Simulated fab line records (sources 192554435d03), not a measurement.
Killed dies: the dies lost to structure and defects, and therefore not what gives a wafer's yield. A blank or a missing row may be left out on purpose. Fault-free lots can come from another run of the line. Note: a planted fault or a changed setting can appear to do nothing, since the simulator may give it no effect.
The tool behind it: which one? || flow n5Finfet || 9 lots, 27 wafers sampled, at 7 steps of a route of 1938

== WHAT EACH GAUGE READ, for each wafer ==
N5_FIN_SAQP_CD_MEAS_37 targets a cd of 8 nm.
{"lot": "L753", "measured": "day 2 03:38", "on": "cdSem-02", "cdNm (nm)": "7.95 7.94 7.60"}
{"lot": "L757", "measured": "day 3 04:08", "on": "cdSem-01", "cdNm (nm)": "8.08 8.06 7.59"}
{"lot": "L758", "measured": "day 3 09:03", "on": "cdSem-03", "cdNm (nm)": "8.38 7.41 7.90"}
{"lot": "L759", "measured": "day 3 16:52", "on": "cdSem-01", "cdNm (nm)": "7.66 8.38 8.07"}
{"lot": "L763", "measured": "day 4 14:06", "on": "cdSem-03", "cdNm (nm)": "7.72 7.76 7.85"}
{"lot": "L769", "measured": "day 6 02:38", "on": "cdSem-02", "cdNm (nm)": "8.24 8.51 7.95"}
{"lot": "L772", "measured": "day 6 20:23", "on": "cdSem-03", "cdNm (nm)": "8.22 8.08 8.17"}
{"lot": "L775", "measured": "day 7 14:32", "on": "cdSem-02", "cdNm (nm)": "8.51 7.90 8.01"}
{"lot": "L776", "measured": "day 7 21:47", "on": "cdSem-01", "cdNm (nm)": "8.03 7.97 7.85"}

N5_FIN_SAQP_INSPECT_40: inspects for defects (brightfield).
{"lot": "L753", "measured": "day 2 03:46", "on": "defectInspect-02", "rawDefectCount": "185 247 153"}
{"lot": "L757", "measured": "day 3 04:16", "on": "defectInspect-02", "rawDefectCount": "308 271 306"}
{"lot": "L758", "measured": "day 3 09:11", "on": "defectInspect-02", "rawDefectCount": "236 214 271"}
{"lot": "L759", "measured": "day 3 16:59", "on": "defectInspect-02", "rawDefectCount": "285 247 232"}
{"lot": "L763", "measured": "day 4 14:14", "on": "defectInspect-01", "rawDefectCount": "210 198 236"}
{"lot": "L769", "measured": "day 6 02:46", "on": "defectInspect-01", "rawDefectCount": "1308 1370 1325"}
{"lot": "L772", "measured": "day 6 20:31", "on": "defectInspect-01", "rawDefectCount": "1469 1379 1435"}
{"lot": "L775", "measured": "day 7 14:40", "on": "defectInspect-01", "rawDefectCount": "253 323 262"}
{"lot": "L776", "measured": "day 7 21:59", "on": "defectInspect-02", "rawDefectCount": "311 457 380"}

N5_FIN_CUT_INSPECT_10: inspects for defects (brightfield).
{"lot": "L753", "measured": "day 2 04:17", "on": "defectInspect-02", "rawDefectCount": "57 44 39"}
{"lot": "L757", "measured": "day 3 04:40", "on": "defectInspect-02", "rawDefectCount": "64 49 44"}
{"lot": "L758", "measured": "day 3 09:34", "on": "defectInspect-02", "rawDefectCount": "34 27 60"}
{"lot": "L759", "measured": "day 3 17:31", "on": "defectInspect-02", "rawDefectCount": "50 38 45"}
{"lot": "L763", "measured": "day 4 14:46", "on": "defectInspect-01", "rawDefectCount": "50 37 47"}
{"lot": "L769", "measured": "day 6 03:09", "on": "defectInspect-02", "rawDefectCount": "1156 1170 1204"}
{"lot": "L772", "measured": "day 6 20:55", "on": "defectInspect-02", "rawDefectCount": "1231 1202 1234"}
{"lot": "L775", "measured": "day 7 15:11", "on": "defectInspect-02", "rawDefectCount": "33 61 53"}
{"lot": "L776", "measured": "day 7 22:29", "on": "defectInspect-02", "rawDefectCount": "56 72 65"}

N5_BEOL_M4_RC_MEAS_101.
{"lot": "L753", "measured": "day 7 17:22", "on": "prober-01", "DIBL_N (mV/V)": "32.1 33.0 31.8", "DIBL_P (mV/V)": "33.7 33.8 33.3", "IOFF_N (nA/um)": "0.12 0.14 0.12", "IOFF_P (nA/um)": "0.18 0.18 0.17", "ION_N (uA/um)": "657 671 663", "ION_P (uA/um)": "456 459 459", "SS_N (mV/dec)": "70.5 71.7 70.7", "SS_P (mV/dec)": "72.6 72.8 72.1", "VT_N (mV)": "254 254 252", "VT_P (mV)": "-254 -254 -250"}
{"lot": "L757", "measured": "day 8 18:52", "on": "prober-01", "DIBL_N (mV/V)": "29.9 35.4 32.0", "DIBL_P (mV/V)": "30.0 36.9 32.9", "IOFF_N (nA/um)": "0.09 0.16 0.11", "IOFF_P (nA/um)": "0.13 0.22 0.17", "ION_N (uA/um)": "677 671 675", "ION_P (uA/um)": "470 467 475", "SS_N (mV/dec)": "69.7 71.6 71.5", "SS_P (mV/dec)": "71.6 72.5 71.8", "VT_N (mV)": "256 245 254", "VT_P (mV)": "-257 -249 -250"}
{"lot": "L758", "measured": "day 9 00:22", "on": "prober-01", "DIBL_N (mV/V)": "40.5 32.2 38.0", "DIBL_P (mV/V)": "41.9 32.5 39.1", "IOFF_N (nA/um)": "0.23 0.09 0.18", "IOFF_P (nA/um)": "0.29 0.15 0.24", "ION_N (uA/um)": "687 647 681", "ION_P (uA/um)": "465 452 465", "SS_N (mV/dec)": "72.0 69.8 71.5", "SS_P (mV/dec)": "73.8 71.4 73.0", "VT_N (mV)": "244 258 248", "VT_P (mV)": "-245 -253 -247"}
{"lot": "L759", "measured": "day 9 07:55", "on": "prober-01", "DIBL_N (mV/V)": "34.7 39.3 35.2", "DIBL_P (mV/V)": "36.8 41.9 37.8", "IOFF_N (nA/um)": "0.13 0.24 0.14", "IOFF_P (nA/um)": "0.22 0.32 0.23", "ION_N (uA/um)": "668 697 660", "ION_P (uA/um)": "469 476 461", "SS_N (mV/dec)": "71.1 72.0 70.2", "SS_P (mV/dec)": "74.0 74.6 74.2", "VT_N (mV)": "250 244 253", "VT_P (mV)": "-248 -243 -248"}
{"lot": "L763", "measured": "day 10 04:03", "on": "prober-02", "DIBL_N (mV/V)": "39.1 37.2 34.3", "DIBL_P (mV/V)": "38.4 37.8 34.9", "IOFF_N (nA/um)": "0.18 0.15 0.12", "IOFF_P (nA/um)": "0.22 0.21 0.18", "ION_N (uA/um)": "668 665 651", "ION_P (uA/um)": "457 455 456", "SS_N (mV/dec)": "72.7 71.9 70.4", "SS_P (mV/dec)": "74.4 73.5 73.3", "VT_N (mV)": "251 251 254", "VT_P (mV)": "-251 -252 -255"}
{"lot": "L769", "measured": "day 12 06:11", "on": "prober-01", "DIBL_N (mV/V)": "34.1 37.5 33.7", "DIBL_P (mV/V)": "34.3 37.5 34.6", "IOFF_N (nA/um)": "0.12 0.18 0.12", "IOFF_P (nA/um)": "0.15 0.20 0.17", "ION_N (uA/um)": "682 693 666", "ION_P (uA/um)": "458 462 460", "SS_N (mV/dec)": "70.1 72.1 71.0", "SS_P (mV/dec)": "72.9 74.3 73.0", "VT_N (mV)": "251 249 253", "VT_P (mV)": "-257 -252 -252"}
{"lot": "L772", "measured": "day 13 00:16", "on": "prober-02", "DIBL_N (mV/V)": "33.7 35.5 37.5", "DIBL_P (mV/V)": "35.3 37.1 38.7", "IOFF_N (nA/um)": "0.12 0.15 0.17", "IOFF_P (nA/um)": "0.17 0.19 0.20", "ION_N (uA/um)": "674 679 666", "ION_P (uA/um)": "458 461 445", "SS_N (mV/dec)": "71.4 71.3 72.2", "SS_P (mV/dec)": "72.8 73.7 74.1", "VT_N (mV)": "255 250 253", "VT_P (mV)": "-256 -253 -252"}
{"lot": "L775", "measured": "day 14 07:53", "on": "prober-01", "DIBL_N (mV/V)": "36.6 35.8 35.0", "DIBL_P (mV/V)": "39.2 38.0 36.9", "IOFF_N (nA/um)": "0.19 0.16 0.14", "IOFF_P (nA/um)": "0.24 0.21 0.20", "ION_N (uA/um)": "694 684 669", "ION_P (uA/um)": "479 469 461", "SS_N (mV/dec)": "70.8 71.7 71.0", "SS_P (mV/dec)": "73.8 73.5 73.1", "VT_N (mV)": "242 248 252", "VT_P (mV)": "-249 -251 -250"}
{"lot": "L776", "measured": "day 14 13:20", "on": "prober-01", "DIBL_N (mV/V)": "35.6 37.2 35.3", "DIBL_P (mV/V)": "36.6 38.3 36.1", "IOFF_N (nA/um)": "0.14 0.17 0.13", "IOFF_P (nA/um)": "0.17 0.19 0.16", "ION_N (uA/um)": "672 683 650", "ION_P (uA/um)": "454 463 445", "SS_N (mV/dec)": "71.1 71.8 70.9", "SS_P (mV/dec)": "72.9 73.6 73.2", "VT_N (mV)": "252 251 254", "VT_P (mV)": "-256 -254 -258"}

== EACH LOT AND THE TOOL THAT RAN IT (in order: tool; ch and the chambers of the sampled wafers; start) ==
{"lot": "L753", "N5_FIN_SAQP_ETCH_69": "rieDiel-06 ch 0,1,2, day 2 02:08", "N5_FIN_SAQP_STRIP_70": "rieDiel-06 ch 0,1,2, day 2 02:14", "N5_FIN_SAQP_SPACER2_ALD_28": "aldSin-01 ch 1,2, day 2 02:26"}
{"lot": "L757", "N5_FIN_SAQP_ETCH_69": "rieDiel-06 ch 0,2,3, day 3 02:48", "N5_FIN_SAQP_STRIP_70": "rieDiel-06 ch 0,2,3, day 3 02:54", "N5_FIN_SAQP_SPACER2_ALD_28": "aldSin-02 ch 0,3, day 3 03:06"}
{"lot": "L758", "N5_FIN_SAQP_ETCH_69": "rieDiel-04 ch 0,1,2, day 3 07:46", "N5_FIN_SAQP_STRIP_70": "rieDiel-04 ch 0,1,2, day 3 07:52", "N5_FIN_SAQP_SPACER2_ALD_28": "aldSin-01 ch 0,2,3, day 3 08:04"}
{"lot": "L759", "N5_FIN_SAQP_ETCH_69": "rieDiel-06 ch 0,1, day 3 15:35", "N5_FIN_SAQP_STRIP_70": "rieDiel-06 ch 0,1, day 3 15:41", "N5_FIN_SAQP_SPACER2_ALD_28": "aldSin-02 ch 0,1,3, day 3 15:53"}
{"lot": "L763", "N5_FIN_SAQP_ETCH_69": "rieDiel-05 ch 0,1,2, day 4 12:49", "N5_FIN_SAQP_STRIP_70": "rieDiel-05 ch 0,1,2, day 4 12:55", "N5_FIN_SAQP_SPACER2_ALD_28": "aldSin-04 ch 1,2,3, day 4 13:07"}
{"lot": "L769", "N5_FIN_SAQP_ETCH_69": "rieDiel-06 ch 1,2,3, day 6 01:20", "N5_FIN_SAQP_STRIP_70": "rieDiel-06 ch 1,2,3, day 6 01:26", "N5_FIN_SAQP_SPACER2_ALD_28": "aldSin-02 ch 0,1,3, day 6 01:39"}
{"lot": "L772", "N5_FIN_SAQP_ETCH_69": "rieDiel-06 ch 0,1, day 6 19:07", "N5_FIN_SAQP_STRIP_70": "rieDiel-06 ch 0,1, day 6 19:13", "N5_FIN_SAQP_SPACER2_ALD_28": "aldSin-02 ch 0,2,3, day 6 19:25"}
{"lot": "L775", "N5_FIN_SAQP_ETCH_69": "rieDiel-04 ch 1,2, day 7 12:18", "N5_FIN_SAQP_STRIP_70": "rieDiel-04 ch 1,2, day 7 12:24", "N5_FIN_SAQP_SPACER2_ALD_28": "aldSin-04 ch 1,2, day 7 13:20"}
{"lot": "L776", "N5_FIN_SAQP_ETCH_69": "rieDiel-04 ch 1,2, day 7 20:27", "N5_FIN_SAQP_STRIP_70": "rieDiel-04 ch 1,2, day 7 20:33", "N5_FIN_SAQP_SPACER2_ALD_28": "aldSin-01 ch 1,2, day 7 20:46"}
- N5_FIN_SAQP_ETCH_69: etches SOC in N2/H2, stops on SiNx, target depth 150 nm.
- N5_FIN_SAQP_STRIP_70: strips in N2/H2.
- N5_FIN_SAQP_SPACER2_ALD_28: deposits SiO2, target thk 8.1 nm, pulse time 1 s, purge time 2 s.

== WHAT THE TOOLS THEMSELVES READ (means of the sampled wafers that have a number; where no wafer has one, the mark that the record gives instead) ==
N5_FIN_SAQP_ETCH_69.
{"lot": "L753", "tool": "rieDiel-06", "drypumpMotorCurrentA (A)": 6.0, "oesProductAu (a.u.)": 0.73, "rfVppV (V)": 239.7, "showerheadPlenumPTorr (Torr)": 2.50, "throttleValvePct (%)": 18.02}
{"lot": "L757", "tool": "rieDiel-06", "drypumpMotorCurrentA (A)": 6.2, "oesProductAu (a.u.)": 0.81, "rfVppV (V)": 239.5, "showerheadPlenumPTorr (Torr)": 2.48, "throttleValvePct (%)": 17.89}
{"lot": "L758", "tool": "rieDiel-04", "drypumpMotorCurrentA (A)": 5.5, "oesProductAu (a.u.)": 0.74, "rfVppV (V)": 239.8, "showerheadPlenumPTorr (Torr)": 2.52, "throttleValvePct (%)": 17.71}
{"lot": "L759", "tool": "rieDiel-06", "drypumpMotorCurrentA (A)": 6.2, "oesProductAu (a.u.)": 0.71, "rfVppV (V)": 240.8, "showerheadPlenumPTorr (Torr)": 2.51, "throttleValvePct (%)": 18.05}
{"lot": "L763", "tool": "rieDiel-05", "drypumpMotorCurrentA (A)": 5.6, "oesProductAu (a.u.)": 0.78, "rfVppV (V)": 240.1, "showerheadPlenumPTorr (Torr)": 2.52, "throttleValvePct (%)": 17.68}
{"lot": "L769", "tool": "rieDiel-06", "drypumpMotorCurrentA (A)": 6.0, "oesProductAu (a.u.)": 0.77, "rfVppV (V)": 241.0, "showerheadPlenumPTorr (Torr)": 2.48, "throttleValvePct (%)": 17.97}
{"lot": "L772", "tool": "rieDiel-06", "drypumpMotorCurrentA (A)": 6.5, "oesProductAu (a.u.)": 0.70, "rfVppV (V)": 240.0, "showerheadPlenumPTorr (Torr)": 2.50, "throttleValvePct (%)": 18.05}
{"lot": "L775", "tool": "rieDiel-04", "drypumpMotorCurrentA (A)": 5.4, "oesProductAu (a.u.)": 0.71, "rfVppV (V)": 240.4, "showerheadPlenumPTorr (Torr)": 2.50, "throttleValvePct (%)": 17.63}
{"lot": "L776", "tool": "rieDiel-04", "drypumpMotorCurrentA (A)": 5.4, "oesProductAu (a.u.)": 0.71, "rfVppV (V)": 240.4, "showerheadPlenumPTorr (Torr)": 2.50, "throttleValvePct (%)": 17.64}

N5_FIN_SAQP_STRIP_70.
{"lot": "L753", "tool": "rieDiel-06", "drypumpMotorCurrentA (A)": 6.0, "oesProductAu (a.u.)": 0.74, "rfVppV (V)": 121.9, "showerheadPlenumPTorr (Torr)": 3.30, "throttleValvePct (%)": 19.2}
{"lot": "L757", "tool": "rieDiel-06", "drypumpMotorCurrentA (A)": 6.2, "oesProductAu (a.u.)": 0.80, "rfVppV (V)": 121.8, "showerheadPlenumPTorr (Torr)": 3.28, "throttleValvePct (%)": 19.1}
{"lot": "L758", "tool": "rieDiel-04", "drypumpMotorCurrentA (A)": 5.6, "oesProductAu (a.u.)": 0.73, "rfVppV (V)": 120.8, "showerheadPlenumPTorr (Torr)": 3.32, "throttleValvePct (%)": 18.9}
{"lot": "L759", "tool": "rieDiel-06", "drypumpMotorCurrentA (A)": 6.2, "oesProductAu (a.u.)": 0.73, "rfVppV (V)": 121.7, "showerheadPlenumPTorr (Torr)": 3.32, "throttleValvePct (%)": 19.1}
{"lot": "L763", "tool": "rieDiel-05", "drypumpMotorCurrentA (A)": 5.6, "oesProductAu (a.u.)": 0.79, "rfVppV (V)": 121.5, "showerheadPlenumPTorr (Torr)": 3.33, "throttleValvePct (%)": 18.7}
{"lot": "L769", "tool": "rieDiel-06", "drypumpMotorCurrentA (A)": 6.0, "oesProductAu (a.u.)": 0.77, "rfVppV (V)": 120.9, "showerheadPlenumPTorr (Torr)": 3.28, "throttleValvePct (%)": 19.2}
{"lot": "L772", "tool": "rieDiel-06", "drypumpMotorCurrentA (A)": 6.5, "oesProductAu (a.u.)": 0.70, "rfVppV (V)": 121.7, "showerheadPlenumPTorr (Torr)": 3.30, "throttleValvePct (%)": 19.1}
{"lot": "L775", "tool": "rieDiel-04", "drypumpMotorCurrentA (A)": 5.4, "oesProductAu (a.u.)": 0.71, "rfVppV (V)": 121.8, "showerheadPlenumPTorr (Torr)": 3.31, "throttleValvePct (%)": 18.6}
{"lot": "L776", "tool": "rieDiel-04", "drypumpMotorCurrentA (A)": 5.4, "oesProductAu (a.u.)": 0.72, "rfVppV (V)": 121.7, "showerheadPlenumPTorr (Torr)": 3.31, "throttleValvePct (%)": 18.6}

N5_FIN_SAQP_SPACER2_ALD_28.
{"lot": "L753", "tool": "aldSin-01", "heaterPowerW (W)": 467, "precursorPulseHeightRel": 0.997}
{"lot": "L757", "tool": "aldSin-02", "heaterPowerW (W)": 427, "precursorPulseHeightRel": 0.996}
{"lot": "L758", "tool": "aldSin-01", "heaterPowerW (W)": 475, "precursorPulseHeightRel": 1.007}
{"lot": "L759", "tool": "aldSin-02", "heaterPowerW (W)": 449, "precursorPulseHeightRel": 0.980}
{"lot": "L763", "tool": "aldSin-04", "heaterPowerW (W)": 503, "precursorPulseHeightRel": 0.999}
{"lot": "L769", "tool": "aldSin-02", "heaterPowerW (W)": 450, "precursorPulseHeightRel": 1.001}
{"lot": "L772", "tool": "aldSin-02", "heaterPowerW (W)": 468, "precursorPulseHeightRel": 1.010}
{"lot": "L775", "tool": "aldSin-04", "heaterPowerW (W)": 528, "precursorPulseHeightRel": 1.003}
{"lot": "L776", "tool": "aldSin-01", "heaterPowerW (W)": 486, "precursorPulseHeightRel": 1.004}

== THE ANSWER, worked out from the rows above alone ==
Rule: what is usual is taken from the lots themselves. The widest of any qualifying gaps counts: lots, ordered by their means at a reading, are off when they make up no more than a third of the lots, leave a main group of 4 or more, and stand apart from it by 3 or more times the standard deviation of that group's means. If all means in a main group match to the digits the tables above print for the reading, that group is not used. A lot without any number at a reading at which 4 lots or more have one is off too. The other lots that the step has rows for count as sound. First the gauges in route order, then the tools' own readings, where a lot's mean is used as printed above. At the first step where some lot is off, the reading lying furthest off is the one used; lots without a number count as furthest.
Off: L769, L772 (N5_FIN_SAQP_INSPECT_40, rawDefectCount). The main group: mean 266, standard deviation 57.
If a tool, at a process step before that reading, ran all the lots that are off and no sound lot after the first of them, it fits. The gauges at N5_FIN_SAQP_INSPECT_40 aren't tried: what is off there is off at N5_FIN_CUT_INSPECT_10 too, on other tools, and a gauge's error can't cause that. This does not decide it: 2 tools fit, namely rieDiel-06 at N5_FIN_SAQP_ETCH_69 and N5_FIN_SAQP_STRIP_70 and aldSin-02 at N5_FIN_SAQP_SPACER2_ALD_28.

== WHAT WAS PUT IN BY THE SIMULATOR ==
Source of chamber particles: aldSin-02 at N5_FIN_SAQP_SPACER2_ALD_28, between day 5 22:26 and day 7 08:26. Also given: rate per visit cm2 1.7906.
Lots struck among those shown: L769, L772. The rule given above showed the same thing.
